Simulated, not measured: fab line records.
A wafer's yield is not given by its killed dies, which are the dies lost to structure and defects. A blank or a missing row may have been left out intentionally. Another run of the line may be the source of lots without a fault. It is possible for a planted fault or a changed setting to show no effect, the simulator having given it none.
Which tool is to blame?	flow n5_finfet	9 lots with 27 wafers sampled at 4 steps, on a route of 1938 steps

== WHAT EACH GAUGE READ, for each wafer ==
N5_PASSIVATION_CD_MEAS_30: target cd 4000 nm.
lot	measured	on	cd_nm (nm)
L285	day 12 00:25	cd_sem-02	3998.2 3998.5 4001.5
L288	day 13 03:54	cd_sem-01	4000.7 4001.2 4000.6
L290	day 13 09:43	cd_sem-02	4001.6 4000.0 4001.8
L293	day 13 12:30	cd_sem-03	3999.9 4003.5 4001.2
L292	day 13 16:05	cd_sem-02	4002.8 4005.2 4003.8
L294	day 14 09:22	cd_sem-02	4005.3 4003.6 4005.6
L302	day 16 18:58	cd_sem-03	3979.4 3981.3 3979.7
L303	day 16 23:31	cd_sem-01	3981.0 3981.5 3979.5
L305	day 17 16:00	cd_sem-03	4003.0 4003.2 4001.0

== EACH LOT AND THE TOOL THAT RAN IT (in order: tool; ch and the chambers of the sampled wafers; start) ==
lot	N5_PASSIVATION_PECVD_01	N5_PASSIVATION_PASS_ETCH_74	N5_PASSIVATION_EXPOSE_27
L285	pecvd-03 ch 0,1, day 11 21:16	rie_diel-02 ch 1, day 11 22:44	krf_scanner-02 ch 0, day 12 00:15
L288	pecvd-02 ch 0,1,2, day 12 23:53	rie_diel-03 ch 0,1,2, day 13 02:03	krf_scanner-01 ch 0, day 13 03:44
L290	pecvd-03 ch 0,1,2, day 13 05:40	rie_diel-03 ch 1,2, day 13 06:13	krf_scanner-02 ch 0, day 13 09:33
L293	pecvd-03 ch 0,1,2, day 13 09:15	rie_diel-01 ch 0,1,3, day 13 11:11	krf_scanner-02 ch 0, day 13 12:19
L292	pecvd-02 ch 1,2, day 13 12:38	rie_diel-03 ch 0,2, day 13 14:33	krf_scanner-01 ch 0, day 13 15:55
L294	pecvd-01 ch 0,1, day 14 03:03	rie_diel-02 ch 1,2,3, day 14 03:57	krf_scanner-02 ch 0, day 14 09:11
L302	pecvd-01 ch 1,2, day 16 15:38	rie_diel-02 ch 1,2, day 16 16:58	krf_scanner-02 ch 0, day 16 18:47
L303	pecvd-03 ch 1,2, day 16 21:01	rie_diel-01 ch 1,2, day 16 22:02	krf_scanner-02 ch 0, day 16 23:21
L305	pecvd-03 ch 0,2, day 17 13:21	rie_diel-01 ch 0,1, day 17 14:20	krf_scanner-01 ch 0, day 17 15:50
- N5_PASSIVATION_PECVD_01: deposits SiNx from SiH4/NH3/N2, target thk 200 nm, time 43.2 s.
- N5_PASSIVATION_PASS_ETCH_74: etches SiNx in CF4/O2, target depth 220 nm, time 110 s.
- N5_PASSIVATION_EXPOSE_27: exposes mask PAD, defocus 0 nm.

== THE ANSWER, worked out from the rows above alone ==
Rule: usual is defined by the lots themselves. Put in order of their means at a reading, lots are off if they are a third of the lots or fewer, leave a main group of 4 or more, and stand apart from it by a gap of 3 or more times the standard deviation of the main group's means; of several such gaps the widest counts. If all means in a main group match to the digits the tables above print for the reading, that group is not used. Also off: a lot with no number at a reading for which 4 or more lots have one. All remaining lots with rows at the step are treated as sound.
Off at N5_PASSIVATION_CD_MEAS_30 (cd_nm): L302, L303. For the main group the mean is 4002.0 nm and the standard deviation 1.7.
If a tool, at a process step before that reading, ran all the lots that are off and no sound lot after the first of them, it fits. Those tools and the gauges at N5_PASSIVATION_CD_MEAS_30 are tried in the same way. One fits: N5_PASSIVATION_EXPOSE_27 on krf_scanner-02. A fault onset in the window from L294 (day 14 09:11, its last sound lot) to L302 (day 16 18:47, its first lot off) fits.

== WHAT THE SIMULATOR HAD PUT IN ==
Drift in process parameters on krf_scanner-02 at N5_PASSIVATION_EXPOSE_27, starting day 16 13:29. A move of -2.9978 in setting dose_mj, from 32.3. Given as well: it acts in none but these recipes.
Lots struck among those shown: L302, L303. The rule given above showed the same thing.
